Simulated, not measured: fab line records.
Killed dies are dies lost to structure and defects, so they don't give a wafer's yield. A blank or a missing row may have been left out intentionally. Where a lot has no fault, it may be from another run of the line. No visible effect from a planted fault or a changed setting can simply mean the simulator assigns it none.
Comparing a struck lot with a sound one | flow n5-finfet | 14 steps out of a route of 1938
Sound: wafers L834.1, L834.2, L834.6. The struck wafers were L839.3, L839.4, L839.5. Last of all comes the cause.
At each step with rows: each side's tool, then ch and its chambers, then its first start. Under that, the readings that differ: sound wafers | struck wafers | difference of the means | sigmas: that difference in standard deviations of wafers without a fault.
alike: same words and numbers on both sides, and readings whose means sit less than 2 such deviations apart. not compared: any withheld reading, any reading some wafer has no value for, any bound like >300 that may hide the same value, and any number with overlapping values for which the record gives no deviation.
Wherever a step has rows on one side only, a row that says differs or no value, or a row with sigmas, the two part there. Non-overlapping numbers with no deviation appear without sigmas and do not part them. Lack of a reading on every wafer of one side parts them only where that side has two or more wafers.

N5_DUMMY_GATE_ETCH_23: etches poly-Si in HBr/Cl2/O2, target depth 41 nm, time 22.3 s.
  sound on rie-si-04 ch 0,1,3, day 4 16:25; struck on rie-si-03 ch 0,1, day 5 22:29
  alike: drypump-motor-current-A, oes-product-au, throttle-valve-pct
  not compared: rf-hours-counter-h
N5_DUMMY_GATE_ETCH_44: etches poly-Si in HBr/O2, stops on SiO2, target depth 127.5 nm.
  sound on rie-si-04 ch 0,1,3, day 4 16:28; struck on rie-si-03 ch 0,1, day 5 22:33
  alike: drypump-motor-current-A, oes-product-au, throttle-valve-pct
  not compared: rf-hours-counter-h
N5_DUMMY_GATE_CD_MEAS_24 targets a cd of 15 nm.
  sound: cd-sem-03 at day 4 16:35; struck: cd-sem-01 at day 5 22:40
  alike: cd-nm
then, 1 step without rows for these wafers: N5_DUMMY_GATE_ETCH_42 (etches SiO2 in CHF3/O2, target depth 3.5 nm, time 31 s).
N5_DUMMY_GATE_STRIP_48: strips in N2/H2, time 20 s.
  sound on rie-diel-02 ch 0,2, day 4 16:41; struck on rie-diel-06 ch 1,2, day 5 22:46
  alike: drypump-motor-current-A, oes-product-au, rf-vpp-V, showerhead-plenum-p-Torr, throttle-valve-pct
  not compared: rf-hours-counter-h
then, 5 steps without rows for these wafers: N5_DUMMY_GATE_PRECLEAN_33 (cleans in dHF, time 10 s); N5_DUMMY_GATE_PRECLEAN_25 (cleans in O3/DIW, time 45 s); N5_DUMMY_GATE_PRECLEAN_51 (cleans in SC2, time 45 s); N5_DUMMY_GATE_SRD_26 (time 30 s); N5_DUMMY_GATE_UV_OZONE_45 (time 120 s).
N5_DUMMY_GATE_INSPECT_27: inspects for defects (brightfield).
  sound: defect-inspect-01 at day 4 16:52; struck: defect-inspect-02 at day 5 22:57
  alike: raw-defect-count
N5_SPACER0_ALD_07: deposits SiNx, target thk 2 nm.
  sound on ald-sin-04 ch 0,2,3, day 4 19:11; struck on ald-sin-03 ch 2,3, day 5 22:59
  alike: heater-power-w, susceptor-temp-C
N5_SPACER0_ALD_00: deposits SiOCN, target thk 3.5 nm, pulse time 3 s, purge time 2 s.
  sound on ald-sin-04 ch 0,2,3, day 4 19:20; struck on ald-sin-03 ch 2,3, day 5 23:55
  alike: heater-power-w, precursor-pulse-height-rel, susceptor-temp-C
N5_SPACER0_ALD_08: deposits SiNx, target thk 2 nm.
  sound on ald-sin-04 ch 0,2,3, day 4 19:36; struck on ald-sin-03 ch 2,3, day 6 00:10
  alike: heater-power-w, susceptor-temp-C

## WHERE THEY PART
Nowhere in this record.

WHY: what had been put in by the simulator
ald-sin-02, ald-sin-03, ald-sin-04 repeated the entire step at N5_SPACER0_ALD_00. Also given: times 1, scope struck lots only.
